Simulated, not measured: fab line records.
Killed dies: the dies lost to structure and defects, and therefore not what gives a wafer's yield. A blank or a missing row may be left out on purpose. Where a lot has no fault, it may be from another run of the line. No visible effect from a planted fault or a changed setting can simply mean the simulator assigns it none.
fab line records + flow n5Finfet
[record]
- lots = 7
- wafers = 21
route steps=1938 shown BEOL_M8@1342 BEOL_M9@1418 BEOL_M10@1473
startH: hours from the record's first day to the start of the lot's first wafer shown + waitH: hours since the lot's step before + " unchanged from the row above + L1.1+2: a single row standing in for several wafers + - no value, or no start given + * or withheld: withheld + < > ~ a bound
route shown NAME@n: names a module that has steps shown in the file, with the first one's number in the route + usual: mean and standard deviation over wafers with no fault + same: alike in all rows + chamber/n: place in a boat + sites: each site's reading + _std_site: the standard deviation of these + _edge_site: the outer-site mean with the inner-site mean subtracted + radiusMm: how far each site lies from the wafer's centre + mask NAME#n: copy n + behind: the most recent tool/chamber to have shaped the wafer + hold: why the lot went on hold/how many hours it stayed there/how the hold came to an end + device: which transistor (n, p or np) failed to switch + end of line: at the end of the route, the tests of the same wafers + where a step has no rows: the recipe by itself + killed: at the first sort, the dies lost to defects and structure; wafer yield is something else + map: the dies of a wafer, with x for killed, . for not killed, _ for no die there
set.NAME: the setting as run; set.NAME@STEP: as run at that earlier step + model.NAME: the simulator's own value behind a step, which no gauge read
lots where settings were altered on purpose, with a table for each step and a row for each wafer
[[steps]]
[step N5_BEOL_M8_EXPOSE_08]
[recipe]
- maskId = M8
- na = 1.35
- sourceShape = dipole
- sigmaInner = 0.817
- sigmaOuter = 0.97
- polarization = te
- doseMj = 68.25
| lot.wafer  | tool           | chamber | startH | waitH | mask | set.doseMj |
|------------|----------------|---------|--------|-------|------|------------|
| L078.2     | arfiScanner-01 | 0       | 347.51 | -     | M8#0 | 68.25      |
| L078.3+5   | "              | 0       | "      | "     | M8#0 | 65.36      |
| L080.4+5+6 | arfiScanner-01 | 0       | 390.79 | -     | M8#0 | 68.25      |
| L076.1+4   | arfiScanner-01 | 0       | 412.52 | -     | M8#0 | 63.24      |
| L076.3     | "              | 0       | "      | "     | M8#0 | 68.25      |
| L091.1+4   | arfiScanner-03 | 0       | 434.70 | -     | M8#0 | 68.25      |
| L091.3     | "              | 0       | "      | "     | M8#0 | 70.91      |
| L090.3+5   | arfiScanner-02 | 0       | 442.00 | -     | M8#0 | 72.2       |
| L090.4     | "              | 0       | "      | "     | M8#0 | 68.25      |
| L093.4+6   | arfiScanner-03 | 0       | 470.68 | -     | M8#0 | 68.25      |
| L093.5     | "              | 0       | "      | "     | M8#0 | 66.93      |
| L095.1+5   | arfiScanner-03 | 0       | 473.08 | -     | M8#0 | 68.25      |
| L095.4     | "              | 0       | "      | "     | M8#0 | 71.64      |
[step N5_BEOL_M8_PEB_09]
[recipe]
- pebTempC = withheld
- pebTimeS = 60
- resist = CAR-ArF
[step N5_BEOL_M8_DEVELOP_10]
[recipe]
- developTimeS = 30
- developer = TMAH
- resist = CAR-ArF
- rinseLiquid = diw
- dry = airSpin
- devTempC = 23
[step N5_BEOL_M8_CD_MEAS_11]
[recipe]
- targetCdNm = 38.5
- landingEnergyEv = 500
- detector = seInlens
- polarity = opening
[usual]
- cdNm = 38.5/0.61
| lot.wafer | tool     | chamber | startH | waitH | set.doseMj@BEOL_M8_EXPOSE_08 | cdNm |
|-----------|----------|---------|--------|-------|------------------------------|------|
| L078.2    | cdSem-02 | 0       | 347.63 | -     | 68.25                        | 39.1 |
| L078.3    | "        | 0       | "      | "     | 65.36                        | 36.6 |
| L078.5    | "        | 0       | "      | "     | 65.36                        | 36.8 |
| L080.4    | cdSem-02 | 0       | 390.90 | -     | 68.25                        | 38.8 |
| L080.5    | "        | 0       | "      | "     | 68.25                        | 38.1 |
| L080.6    | "        | 0       | "      | "     | 68.25                        | 39.1 |
| L076.1    | cdSem-03 | 0       | 412.65 | -     | 63.24                        | 34.9 |
| L076.3    | "        | 0       | "      | "     | 68.25                        | 39.1 |
| L076.4    | "        | 0       | "      | "     | 63.24                        | 35.0 |
| L091.1    | cdSem-02 | 0       | 434.83 | -     | 68.25                        | 38.6 |
| L091.3    | "        | 0       | "      | "     | 70.91                        | 40.7 |
| L091.4    | "        | 0       | "      | "     | 68.25                        | 38.4 |
| L090.3    | cdSem-02 | 0       | 442.12 | -     | 72.2                         | 40.6 |
| L090.4    | "        | 0       | "      | "     | 68.25                        | 38.6 |
| L090.5    | "        | 0       | "      | "     | 72.2                         | 41.0 |
| L093.4    | cdSem-01 | 0       | 470.79 | -     | 68.25                        | 37.0 |
| L093.5    | "        | 0       | "      | "     | 66.93                        | 36.8 |
| L093.6    | "        | 0       | "      | "     | 68.25                        | 37.7 |
| L095.1    | cdSem-02 | 0       | 473.21 | -     | 68.25                        | 38.2 |
| L095.4    | "        | 0       | "      | "     | 71.64                        | 40.4 |
| L095.5    | "        | 0       | "      | "     | 68.25                        | 38.1 |
[step N5_BEOL_M8_DESCUM_16]
[recipe]
- chemistry = O2
- timeS = 7.9
- sourcePowerW = 50
- biasPowerW = 20
- pressureMtorr = 20
- rfFrequencyHz = 2.712e+07
- tempC = 40
- resist = CAR-ArF
- o2FlowSccm = 225
[step N5_BEOL_M8_ETCH_61]
[recipe]
- chemistry = CF4
- target = SiARC
- targetDepthA = 455
- maskMaterial = CAR-ArF
- timeS = 75.8
- ionEnergyEv = 80
- pressureMtorr = 40
- sourceW = 545
- biasW = 36
- Ar_flow_sccm = 100
- cf4FlowSccm = 100
- ends = cleared
| lot.wafer | tool       | chamber | startH | waitH | set.doseMj@BEOL_M8_EXPOSE_08 | model.BEOL_M8.cdOffsetNm |
|-----------|------------|---------|--------|-------|------------------------------|--------------------------|
| L078.2    | rieDiel-06 | 2       | 347.75 | 0.0   | 68.25                        | 0.6                      |
| L078.3    | "          | 3       | "      | "     | 65.36                        | -1.4                     |
| L078.5    | "          | 0       | "      | "     | 65.36                        | -1.8                     |
| L080.4    | rieDiel-02 | 1       | 391.02 | 0.0   | 68.25                        | -0.4                     |
| L080.5    | "          | 1       | "      | "     | 68.25                        | -0.6                     |
| L080.6    | "          | 0       | "      | "     | 68.25                        | 0.4                      |
| L076.1    | rieDiel-06 | 2       | 412.77 | 0.0   | 63.24                        | -3.2                     |
| L076.3    | "          | 1       | "      | "     | 68.25                        | 0.2                      |
| L076.4    | "          | 0       | "      | "     | 63.24                        | -3.6                     |
| L091.1+4  | rieDiel-03 | 0       | 435.26 | 0.0   | 68.25                        | 0.2                      |
| L091.3    | "          | 3       | "      | "     | 70.91                        | 2.2                      |
| L090.3    | rieDiel-03 | 2       | 442.28 | 0.0   | 72.2                         | 2.4                      |
| L090.4    | "          | 2       | "      | "     | 68.25                        | -0.2                     |
| L090.5    | "          | 0       | "      | "     | 72.2                         | 2.6                      |
| L093.4    | rieDiel-06 | 0       | 470.91 | 0.0   | 68.25                        | -1.2                     |
| L093.5    | "          | 0       | "      | "     | 66.93                        | -1.8                     |
| L093.6    | "          | 3       | "      | "     | 68.25                        | -0.8                     |
| L095.1+5  | rieDiel-03 | 3       | 473.34 | 0.0   | 68.25                        | -0.2                     |
| L095.4    | "          | 2       | "      | "     | 71.64                        | 2.2                      |
[step N5_BEOL_M8_ETCH_62]
[recipe]
- chemistry = N2/H2
- target = SOC
- targetDepthA = 1100
- overetchA = 220
- maskMaterial = SiARC
- tempC = 40
- timeS = 165
- ionEnergyEv = 200
- pressureMtorr = 30
- sourceW = 840
- biasW = 150
- n2FlowSccm = 200
- h2FlowSccm = 200
[step N5_BEOL_M8_STRIP_68]
[recipe]
- chemistry = N2/H2
- tempC = 40
- n2FlowSccm = 200
- h2FlowSccm = 200
- rfFrequencyHz = 6e+07
[step N5_BEOL_M8_HM_OPEN_17]
[recipe]
- chemistry = Cl2/BCl3
- targetDepthA = 200
- overetchA = 60
- target = TiN
- maskMaterial = SOC
- ionEnergyEv = 150
- pressureMtorr = 10
- icpW = 1000
- biasW = 126
- Cl2_flow_sccm = 53.25
- bcl3FlowSccm = 21.75
- Ar_flow_sccm = 25
[step N5_BEOL_M8_STRIP_19]
[recipe]
- chemistry = O2
- powerW = 400
- tempC = 40
- pressureMtorr = 30
- rfFrequencyHz = 6e+07
- biasPowerW = 0
- overashFraction = 0.2
- o2FlowSccm = 225
[step N5_BEOL_M8_CD_MEAS_18]
[recipe]
- pitchNm = 80
- targetCdNm = 40
[usual]
- cdNm = 40.1/0.72
| lot.wafer | tool     | chamber | startH | waitH | set.doseMj@BEOL_M8_EXPOSE_08 | cdNm |
|-----------|----------|---------|--------|-------|------------------------------|------|
| L078.2    | cdSem-01 | -       | 348.18 | 0.1   | 68.25                        | 40.1 |
| L078.3    | "        | -       | "      | "     | 65.36                        | 38.6 |
| L078.5    | "        | -       | "      | "     | 65.36                        | 38.3 |
| L080.4    | cdSem-02 | -       | 391.45 | 0.1   | 68.25                        | 39.3 |
| L080.5    | "        | -       | "      | "     | 68.25                        | 39.5 |
| L080.6    | "        | -       | "      | "     | 68.25                        | 39.9 |
| L076.1    | cdSem-02 | -       | 413.19 | 0.0   | 63.24                        | 36.6 |
| L076.3    | "        | -       | "      | "     | 68.25                        | 40.7 |
| L076.4    | "        | -       | "      | "     | 63.24                        | 36.6 |
| L091.1    | cdSem-01 | -       | 435.69 | 0.0   | 68.25                        | 40.2 |
| L091.3    | "        | -       | "      | "     | 70.91                        | 43.0 |
| L091.4    | "        | -       | "      | "     | 68.25                        | 39.8 |
| L090.3    | cdSem-03 | -       | 442.71 | 0.1   | 72.2                         | 42.6 |
| L090.4    | "        | -       | "      | "     | 68.25                        | 39.7 |
| L090.5    | "        | -       | "      | "     | 72.2                         | 42.5 |
| L093.4    | cdSem-01 | -       | 471.55 | 0.1   | 68.25                        | 38.8 |
| L093.5    | "        | -       | "      | "     | 66.93                        | 38.5 |
| L093.6    | "        | -       | "      | "     | 68.25                        | 38.7 |
| L095.1    | cdSem-02 | -       | 473.76 | 0.0   | 68.25                        | 40.2 |
| L095.4    | "        | -       | "      | "     | 71.64                        | 42.4 |
| L095.5    | "        | -       | "      | "     | 68.25                        | 40.0 |
[step N5_BEOL_M8_COAT_63]
[recipe]
- resist = SOC
- tempC = 250
- timeS = 60
- spinRpm = 1500
- resistThkNm = 60
[step N5_BEOL_M8_COAT_64]
[recipe]
- resist = SiARC
- tempC = 220
- timeS = 60
- spinRpm = 1500
- resistThkNm = 12
[step N5_BEOL_M8_PRECLEAN_42]
[recipe]
- chemistry = residueRemover
- timeS = 60
- tempC = 40
[step N5_BEOL_M8_SRD_43]
[recipe]
- timeS = 30
- tempC = 23
- rinseLiquid = diw
- dry = ipaMarangoni
[step N5_BEOL_M8_CD_MEAS_35]
[recipe]
- targetCdNm = 40
- polarity = opening
[usual]
- cdNm = 40.1/0.72
| lot.wafer | tool     | chamber | startH | waitH | set.doseMj@BEOL_M8_EXPOSE_08 | cdNm |
|-----------|----------|---------|--------|-------|------------------------------|------|
| L078.2    | cdSem-02 | -       | 349.25 | 0.0   | 68.25                        | 40.4 |
| L078.3    | "        | -       | "      | "     | 65.36                        | 38.7 |
| L078.5    | "        | -       | "      | "     | 65.36                        | 38.4 |
| L080.4    | cdSem-03 | -       | 392.65 | 0.0   | 68.25                        | 39.1 |
| L080.5    | "        | -       | "      | "     | 68.25                        | 39.0 |
| L080.6    | "        | -       | "      | "     | 68.25                        | 39.3 |
| L076.1    | cdSem-02 | -       | 414.45 | 0.0   | 63.24                        | 36.9 |
| L076.3    | "        | -       | "      | "     | 68.25                        | 40.7 |
| L076.4    | "        | -       | "      | "     | 63.24                        | 36.7 |
| L091.1    | cdSem-01 | -       | 438.23 | 0.0   | 68.25                        | 39.7 |
| L091.3    | "        | -       | "      | "     | 70.91                        | 42.9 |
| L091.4    | "        | -       | "      | "     | 68.25                        | 39.7 |
| L090.3    | cdSem-01 | -       | 448.08 | 0.0   | 72.2                         | 42.4 |
| L090.4    | "        | -       | "      | "     | 68.25                        | 39.4 |
| L090.5    | "        | -       | "      | "     | 72.2                         | 42.7 |
| L093.4    | cdSem-03 | -       | 473.38 | 0.0   | 68.25                        | 38.8 |
| L093.5    | "        | -       | "      | "     | 66.93                        | 39.2 |
| L093.6    | "        | -       | "      | "     | 68.25                        | 39.2 |
| L095.1    | cdSem-01 | -       | 474.95 | 0.0   | 68.25                        | 40.6 |
| L095.4    | "        | -       | "      | "     | 71.64                        | 42.4 |
| L095.5    | "        | -       | "      | "     | 68.25                        | 40.4 |
[step N5_BEOL_M9_ETCH_61]
[recipe]
- chemistry = CF4
- target = SiARC
- targetDepthA = 390
- maskMaterial = CAR-ArF
- timeS = 65
- ionEnergyEv = 80
- pressureMtorr = 40
- sourceW = 545
- biasW = 36
- Ar_flow_sccm = 100
- cf4FlowSccm = 100
- ends = cleared
[usual]
- etchRfOnTimeS = 65.5/1.4
- rfVppV = 183.9/1
| lot.wafer | tool       | chamber | startH | waitH | set.sourceW | etchRfOnTimeS | rfVppV |
|-----------|------------|---------|--------|-------|-------------|---------------|--------|
| L078.2    | rieDiel-01 | 2       | 355.11 | 0.0   | 545         | 64.7          | 184.3  |
| L078.3    | "          | 3       | "      | "     | 545         | 64.5          | 183.6  |
| L078.5    | "          | 0       | "      | "     | 545         | 66.6          | 182.1  |
| L080.4    | rieDiel-04 | 0       | 399.37 | 0.0   | 545         | 67.1          | 185.9  |
| L080.5    | "          | 1       | "      | "     | 545         | 64.4          | 184.3  |
| L080.6    | "          | 0       | "      | "     | 545         | 67.1          | 184.4  |
| L076.1    | rieDiel-05 | 0       | 421.79 | 0.0   | 545         | 67.9          | 183.3  |
| L076.3    | "          | 2       | "      | "     | 545         | 65.7          | 183.9  |
| L076.4    | "          | 1       | "      | "     | 481         | 72.1          | 190.8  |
| L091.1    | rieDiel-01 | 0       | 449.03 | 0.0   | 545         | 67.4          | 184.8  |
| L091.3    | "          | 3       | "      | "     | 462         | 75.3          | 196.0  |
| L091.4    | "          | 1       | "      | "     | 462         | 76.2          | 195.7  |
| L090.3    | rieDiel-05 | 3       | 452.92 | 0.0   | 545         | 63.5          | 184.7  |
| L090.4    | "          | 0       | "      | "     | 605.7       | 61.0          | 176.5  |
| L090.5    | "          | 2       | "      | "     | 605.7       | 59.5          | 176.9  |
| L093.4    | rieDiel-01 | 2       | 479.66 | 0.0   | 545         | 65.7          | 184.5  |
| L093.5    | "          | 2       | "      | "     | 590.5       | 61.1          | 178.6  |
| L093.6    | "          | 0       | "      | "     | 590.5       | 63.0          | 178.3  |
| L095.1    | rieDiel-05 | 2       | 480.00 | 0.0   | 545         | 64.5          | 183.5  |
| L095.4    | "          | 0       | "      | "     | 545         | 66.3          | 182.6  |
| L095.5    | "          | 3       | "      | "     | 545         | 64.0          | 183.4  |
[step N5_BEOL_M10_PECVD_70]
[recipe]
- material = SiO2
- targetThkA = 200
- tempC = 400
- precursor = TEOS/O2
- pressureTorr = 5.5
- rfW = 450
- teosFlowSccm = 53.8
- gas = O2
- flowSccm = 3000
- timeS = 22.7
| lot.wafer | tool     | chamber | startH | waitH | set.timeS | model.SiO2_of_BEOL_M10_PECVD_70.thkNm |
|-----------|----------|---------|--------|-------|-----------|---------------------------------------|
| L078.2+5  | pecvd-04 | 2,0     | 360.18 | 0.0   | 25.95     | 22.8                                  |
| L078.3    | "        | 0       | "      | "     | 22.7      | 19.8                                  |
| L080.4    | pecvd-03 | 2       | 409.80 | 0.1   | 22.7      | 20.6                                  |
| L080.5    | "        | 0       | "      | "     | 22.7      | 20                                    |
| L080.6    | "        | 1       | "      | "     | 22.7      | 20.4                                  |
| L076.1    | pecvd-03 | 1       | 429.04 | 0.0   | 25.8      | 22.8                                  |
| L076.3    | "        | 0       | "      | "     | 22.7      | 20.2                                  |
| L076.4    | "        | 2       | "      | "     | 22.7      | 20.4                                  |
| L091.1+4  | pecvd-02 | 2,0     | 454.44 | 0.0   | 22.7      | 20                                    |
| L091.3    | "        | 1       | "      | "     | 26.1      | 22.8                                  |
| L090.3    | pecvd-04 | 2       | 460.55 | 0.0   | 22.7      | 19.6                                  |
| L090.4    | "        | 0       | "      | "     | 22.7      | 20.2                                  |
| L090.5    | "        | 1       | "      | "     | 24.09     | 21.4                                  |
| L093.4    | pecvd-02 | 1       | 486.70 | 0.1   | 22.7      | 20                                    |
| L093.5+6  | "        | 0,2     | "      | "     | 22.7      | 20.4                                  |
| L095.1    | pecvd-04 | 0       | 486.79 | 0.0   | 22.7      | 19.8                                  |
| L095.4+5  | "        | 1,0     | "      | "     | 23.64     | 20.6                                  |
[[key]]
[split]
- step = N5_BEOL_M8_EXPOSE_08
- setting = doseMj
- stated = 68.25
- by = wafer
[response]
- step = N5_BEOL_M8_CD_MEAS_11
- reading = cdNm
- change = +0.497
- per = 1%
- r = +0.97
[response]
- step = N5_BEOL_M8_ETCH_61
- reading = model.BEOL_M8.cdOffsetNm
- change = +0.488
- per = 1%
- r = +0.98
[response]
- step = N5_BEOL_M8_CD_MEAS_18
- reading = cdNm
- change = +0.519
- per = 1%
- r = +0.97
[response]
- step = N5_BEOL_M8_CD_MEAS_35
- reading = cdNm
- change = +0.506
- per = 1%
- r = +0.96
[split]
- step = N5_BEOL_M9_ETCH_61
- setting = sourceW
- stated = 545
- by = wafer
[response]
- step = N5_BEOL_M9_ETCH_61
- reading = etchRfOnTimeS
- change = *
- per = 1%
- r = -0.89
[response]
- step = N5_BEOL_M9_ETCH_61
- reading = rfVppV
- change = -0.694
- per = 1%
- r = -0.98
[split]
- step = N5_BEOL_M10_PECVD_70
- setting = timeS
- stated = 22.7
- by = wafer
[response]
- step = N5_BEOL_M10_PECVD_70
- reading = model.SiO2_of_BEOL_M10_PECVD_70.thkNm
- change = +0.196
- per = 1%
- r = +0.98
